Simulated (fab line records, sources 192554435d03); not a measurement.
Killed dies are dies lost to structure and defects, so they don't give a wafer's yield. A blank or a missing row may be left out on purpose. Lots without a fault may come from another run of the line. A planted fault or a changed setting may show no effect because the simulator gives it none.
Split-lot experiment | flow n5_finfet | 7 lots, 21 wafers read, on a route of 1938 steps

THE SPLIT
At N5_FIN_SAQP_PEB_14 (peb time 60 s), the setting peb_time_s was moved away from the recipe's 60 s on 6 of the 21 wafers read, by -12.2% to +20.7%. The other wafers ran this setting at the recipe's value.

FROM THE SPLIT TO THE READING: what the file shows between them, 1 step
- N5_FIN_SAQP_DEVELOP_15: develop time 30 s

THE READING
cd_nm, in nm, at N5_FIN_SAQP_CD_MEAS_16 (target cd 35.6 nm). Fault-free wafers of this fab line usually give 35.62 nm, standard deviation 0.27 nm.

wafer  | tool, chamber at the split | peb_time_s as run, s | against the recipe | cd_nm, nm | against lot-mates on the recipe
L077.1 | litho_track-02, 0          | 60                   | recipe             | 36.05     | -
L077.4 | litho_track-02, 0          | 60                   | recipe             | 36.13     | -
L077.5 | litho_track-02, 0          | 60                   | recipe             | 35.63     | -
L081.1 | litho_track-03, 0          | 60                   | recipe             | 35.66     | -
L081.2 | litho_track-03, 0          | 53.52                | -10.8%             | 37.21     | +1.55
L081.3 | litho_track-03, 0          | 53.52                | -10.8%             | 37.00     | +1.34
L083.1 | litho_track-02, 0          | 60                   | recipe             | 35.84     | -
L083.3 | litho_track-02, 0          | 60                   | recipe             | 35.53     | -
L083.4 | litho_track-02, 0          | 60                   | recipe             | 35.30     | -
L085.1 | litho_track-02, 0          | 60                   | recipe             | 35.37     | -
L085.3 | litho_track-02, 0          | 60                   | recipe             | 35.41     | -
L085.4 | litho_track-02, 0          | 72.41                | +20.7%             | 33.19     | -2.20
L095.1 | litho_track-05, 0          | 60                   | recipe             | 35.75     | -
L095.5 | litho_track-05, 0          | 60                   | recipe             | 35.70     | -
L095.6 | litho_track-05, 0          | 64.45                | +7.4%              | 34.56     | -1.16
L096.1 | litho_track-02, 0          | 60                   | recipe             | 35.35     | -
L096.2 | litho_track-02, 0          | 60                   | recipe             | 35.55     | -
L096.5 | litho_track-02, 0          | 60                   | recipe             | 35.75     | -
L097.3 | litho_track-02, 0          | 60                   | recipe             | 35.80     | -
L097.5 | litho_track-02, 0          | 52.69                | -12.2%             | 38.03     | +2.23
L097.6 | litho_track-02, 0          | 52.69                | -12.2%             | 37.48     | +1.68

THE FIT
A straight line over all 21 wafers: cd_nm changes by -0.139 nm for each +1% of peb_time_s; r = -0.96; the points scatter about the line by 0.28 nm.
The same after taking each lot's own level away (the mean of its wafers on the recipe; 21 wafers): -0.13 nm for each +1%; r = -0.97; scatter 0.23 nm.
On that fit, the largest move of peb_time_s shifts the reading by 2.7 nm.
The lots' own levels span 35.390 to 35.937 nm, that is 2.0 times the standard deviation above.
So the lot-to-lot level changes the slope little: the two slopes agree.
Check: with one of the wafers moved furthest among these (+20.7%) left out of the fit, the line predicts -3.11 nm for it against its lot-mates. It came out at -2.2 nm against them.

OTHER SPLITS ON THESE WAFERS
These wafers also went through other splits before the reading. Each is held against what the fit with the lots' levels taken away leaves over:
other split on the same wafers            | wafers away from the commonest value | r with cd_nm (lot level and that fit taken away)
N5_ZERO_LAYER_DEVELOP_10 develop_time_s   | 8                                    | +0.12
N5_WELL_APT_COAT_02 spin_rpm              | 8                                    | +0.37
N5_PMOS_HMC_CHANNEL_EPI_PEB_07 peb_time_s | 7                                    | +0.08

THE FILE'S OWN FIT
cd_nm changes by -0.125 nm for each +1% of peb_time_s, r = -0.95.
